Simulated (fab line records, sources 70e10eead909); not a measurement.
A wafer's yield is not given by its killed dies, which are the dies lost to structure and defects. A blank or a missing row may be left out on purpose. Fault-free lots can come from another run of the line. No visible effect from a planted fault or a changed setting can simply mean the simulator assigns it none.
Which tool did it?	flow nand-harc	13 lots, 39 wafers sampled, at 6 steps of a route of 1302

WHAT THE GAUGES SHOWED, per wafer
NHARC_A_M1_OVL_MEAS_10: pitch 240 nm. Usual: overlay-x-nm 0.0 nm, standard deviation 0.73; overlay-y-nm -0.2 nm, standard deviation 0.88.
lot	measured	on	overlay-x-nm (nm)	overlay-y-nm (nm)	flag
L574	day 23 20:35	overlay-01	0.9 0.1 0.2	2.0 1.2 1.5	
L575	day 23 22:39	overlay-01	0.0 0.4 0.3	-1.8 -1.5 -1.4	
L577	day 24 01:29	overlay-02	-0.2 -0.6 -0.6	0.3 1.0 0.4	
L576	day 24 03:19	overlay-02	-0.4 -0.5 0.0	-1.3 -1.6 -2.1	
L579	day 25 03:31	overlay-02	-0.4 -0.1 -0.1	-1.4 -1.2 -1.0	
L578	day 25 04:37	overlay-02	0.1 1.0 0.9	0.1 -0.5 -0.3	
L580	day 25 22:47	overlay-02	-0.3 -0.3 -0.6	-0.9 -0.4 -0.7	
L583	day 26 12:30	overlay-02	0.7 0.5 1.0	0.2 -0.7 -0.4	
L582	day 26 18:08	overlay-01	0.6 0.0 0.4	-0.1 -0.5 -0.1	
L584	day 27 14:37	overlay-01	0.9 0.6 0.9	-0.9 -0.4 -0.7	
L593	day 30 19:20	overlay-02	0.2 0.0 0.3	0.3 0.2 0.1	
L594	day 32 22:17	overlay-01	-0.6 -0.8 -0.3	0.7 0.8 0.6	
L596	day 33 01:32	overlay-02	-0.3 -0.3 0.0	-0.7 -0.5 -0.7	

NHARC_A_BONDPAD_THK_MEAS_30: measures by ellipsometry. Usual: 199.9 nm for thk-nm, sd 1.4.
lot	measured	on	thk-nm (nm)	flag
L574	day 24 00:37	film-metro-02	202.1 202.4 200.3	
L575	day 24 02:53	film-metro-01	200.6 201.3 200.7	
L577	day 24 05:44	film-metro-02	201.5 197.8 201.4	
L576	day 24 07:43	film-metro-02	201.5 200.7 200.1	
L579	day 25 07:37	film-metro-01	199.4 198.6 200.0	
L578	day 25 08:47	film-metro-02	199.4 197.8 198.7	
L580	day 26 02:49	film-metro-02	200.1 199.8 200.1	
L583	day 26 16:35	film-metro-02	200.8 200.8 200.9	
L582	day 26 22:10	film-metro-02	196.5 197.1 198.1	
L584	day 27 18:39	film-metro-01	199.5 200.7 201.9	
L593	day 30 23:22	film-metro-02	199.5 172.4 199.1	OFF
L594	day 33 02:26	film-metro-02	201.0 201.0 197.7	
L596	day 33 05:34	film-metro-01	198.0 197.7 198.5	

NHARC_A_BONDPAD_OVL_MEAS_35. Usual: overlay-x-nm -2 nm, standard deviation 6.7; overlay-y-nm 1 nm, standard deviation 5.4.
lot	measured	on	overlay-x-nm (nm)	overlay-y-nm (nm)	flag
L574	day 24 01:17	overlay-02	2 2 2	8 7 8	
L575	day 24 03:25	overlay-01	3 3 2	-5 -5 -4	
L577	day 24 06:25	overlay-02	2 2 2	6 6 6	
L576	day 24 08:24	overlay-02	-5 -5 -5	-3 -2 -2	
L579	day 25 08:16	overlay-01	-1 0 -1	3 3 3	
L578	day 25 09:26	overlay-01	-6 -6 -6	8 8 8	
L580	day 26 03:20	overlay-02	11 11 11	-7 -7 -7	
L583	day 26 17:15	overlay-01	2 2 2	-2 -1 -1	
L582	day 26 22:43	overlay-02	4 4 3	4 3 4	
L584	day 27 19:18	overlay-01	12 12 12	8 8 8	
L593	day 30 23:55	overlay-02	-11 -10 -11	1 0 1	
L594	day 33 02:58	overlay-01	-9 -9 -9	10 11 10	
L596	day 33 06:05	overlay-01	-8 -8 -8	2 3 3	

NHARC_END_SORT_01. Usual: for defect-limited-yield, 90.7 % with a standard deviation of 3; for killed-at-array, 58 with a standard deviation of 20; for killed-at-other, 0.9 with a standard deviation of 1.4; for killed-at-periphery, 4 with a standard deviation of 3.1; for killed-dies, 63 with a standard deviation of 20; for killed-open, 3.3 with a standard deviation of 1.8; for killed-short, 2.4 with a standard deviation of 1.5.
lot	measured	on	defect-limited-yield (%)	killed-at-array	killed-at-other	killed-at-periphery	killed-dies	killed-open	killed-short	flag
L574	day 25 18:04	prober-02	90.0 90.3 92.5	48 57 43	7 2 3	13 7 5	68 66 51	5 4 1	1 2 1	
L575	day 25 18:53	prober-01	93.2 93.1 91.9	41 40 48	0 0 1	5 7 6	46 47 55	5 6 2	3 2 3	
L577	day 26 03:28	prober-01	83.8 83.6 88.2	106 109 73	2 1 0	2 1 7	110 111 80	0 3 2	3 1 1	
L576	day 26 04:16	prober-02	90.8 90.0 91.0	59 66 59	0 0 1	3 2 1	62 68 61	3 3 4	1 6 3	
L579	day 26 13:55	prober-02	91.4 90.4 88.8	56 64 76	1 0 0	1 1 0	58 65 76	4 4 0	3 6 5	
L578	day 26 13:55	prober-01	90.1 86.6 90.5	60 88 59	1 1 2	6 2 3	67 91 64	3 4 1	0 2 1	
L580	day 27 10:08	prober-02	94.8 93.2 94.4	34 43 36	1 2 1	0 1 1	35 46 38	4 5 5	3 7 2	
L583	day 28 00:00	prober-01	84.0 87.4 85.4	95 81 84	0 0 0	13 4 15	108 85 99	2 5 4	0 3 3	
L582	day 28 09:01	prober-02	94.7 95.3 94.8	33 28 32	3 3 1	0 1 2	36 32 35	2 4 3	4 2 3	
L584	day 29 02:30	prober-01	88.5 87.6 88.2	76 79 73	0 1 3	2 4 4	78 84 80	5 2 4	5 0 1	
L593	day 32 23:26	prober-02	85.7 88.6 90.0	94 76 65	2 0 0	1 1 3	97 77 68	3 0 3	3 3 3	
L594	day 34 12:37	prober-01	92.6 95.1 92.8	45 31 40	0 0 0	5 2 9	50 33 49	4 3 7	2 1 2	
L596	day 34 13:17	prober-02	95.9 93.5 92.9	26 40 45	2 1 1	0 3 2	28 44 48	4 1 1	4 4 1	

TOOL THAT RAN EACH LOT (tool first, then ch and the chambers of the sampled wafers, then the start)
lot	NHARC_A_M1_DEGAS_29	NHARC_A_BONDPAD_DEP_00
L574	pvd-sputter-02, day 23 21:42	pecvd-01 ch 0,1, day 24 00:01
L575	pvd-sputter-02, day 23 23:47	pecvd-04 ch 0,2, day 24 02:16
L577	pvd-sputter-01, day 24 02:37	pecvd-04 ch 0,1,2, day 24 05:13
L576	pvd-sputter-01, day 24 04:26	pecvd-04 ch 0,1, day 24 07:03
L579	pvd-sputter-02, day 25 04:43	pecvd-03 ch 0,1,2, day 25 06:57
L578	pvd-sputter-01, day 25 05:51	pecvd-04 ch 0,1,2, day 25 08:07
L580	pvd-sputter-03, day 25 23:55	pecvd-04 ch 0,2, day 26 02:10
L583	pvd-sputter-03, day 26 13:41	pecvd-04 ch 0,2, day 26 15:59
L582	pvd-sputter-01, day 26 19:16	pecvd-04 ch 0,1, day 26 21:31
L584	pvd-sputter-01, day 27 15:44	pecvd-03 ch 0,2, day 27 18:05
L593	pvd-sputter-02, day 30 20:29	pecvd-04 ch 0,1,2, day 30 22:50
L594	pvd-sputter-02, day 32 23:24	pecvd-04 ch 0,1,2, day 33 01:50
L596	pvd-sputter-03, day 33 02:38	pecvd-03 ch 1,2, day 33 04:57
- NHARC_A_M1_DEGAS_29: time 60 s.
- NHARC_A_BONDPAD_DEP_00: deposits SiCN, target thk 250 nm.

WHAT THE TOOLS THEMSELVES READ (means of the sampled wafers that have a number; where no wafer has one, the mark that the record gives instead)
NHARC_A_M1_DEGAS_29. Usual: 319 W for heater-power-w, sd 17.
lot	tool	heater-power-w (W)	flag
L574	pvd-sputter-02	333	
L575	pvd-sputter-02	339	
L577	pvd-sputter-01	306	
L576	pvd-sputter-01	303	
L579	pvd-sputter-02	336	
L578	pvd-sputter-01	303	
L580	pvd-sputter-03	311	
L583	pvd-sputter-03	326	
L582	pvd-sputter-01	317	
L584	pvd-sputter-01	312	
L593	pvd-sputter-02	328	
L594	pvd-sputter-02	330	
L596	pvd-sputter-03	322	

NHARC_A_BONDPAD_DEP_00. Usual: 558 W for heater-power-w, sd 70.
lot	tool	heater-power-w (W)	flag
L574	pecvd-01	567	
L575	pecvd-04	570	
L577	pecvd-04	491	
L576	pecvd-04	500	
L579	pecvd-03	633	
L578	pecvd-04	534	
L580	pecvd-04	541	
L583	pecvd-04	566	
L582	pecvd-04	542	
L584	pecvd-03	615	
L593	pecvd-04	486	
L594	pecvd-04	501	
L596	pecvd-03	618	

THE ANSWER, worked out from the rows above alone
Rule: lot off if the mean of its wafers having a number is beyond 3 standard deviations from the usual mean. A lot without any number at a reading at which 4 lots or more have one is off too. The other lots that the step has rows for count as sound. First the gauges in route order, then the tools' own readings, where a lot's mean is used as printed above. At the first step where some lot is off, the reading lying furthest off is the one used; lots without a number count as furthest.
Off at NHARC_A_BONDPAD_THK_MEAS_30 (thk-nm): L593.
A tool fits if, at a process step before that reading, it ran every lot that is off, and no sound lot after the first of them. The gauges at NHARC_A_BONDPAD_THK_MEAS_30 are tried like those tools. Of those tried, none fits.

WHAT HAD BEEN PUT IN BY THE SIMULATOR
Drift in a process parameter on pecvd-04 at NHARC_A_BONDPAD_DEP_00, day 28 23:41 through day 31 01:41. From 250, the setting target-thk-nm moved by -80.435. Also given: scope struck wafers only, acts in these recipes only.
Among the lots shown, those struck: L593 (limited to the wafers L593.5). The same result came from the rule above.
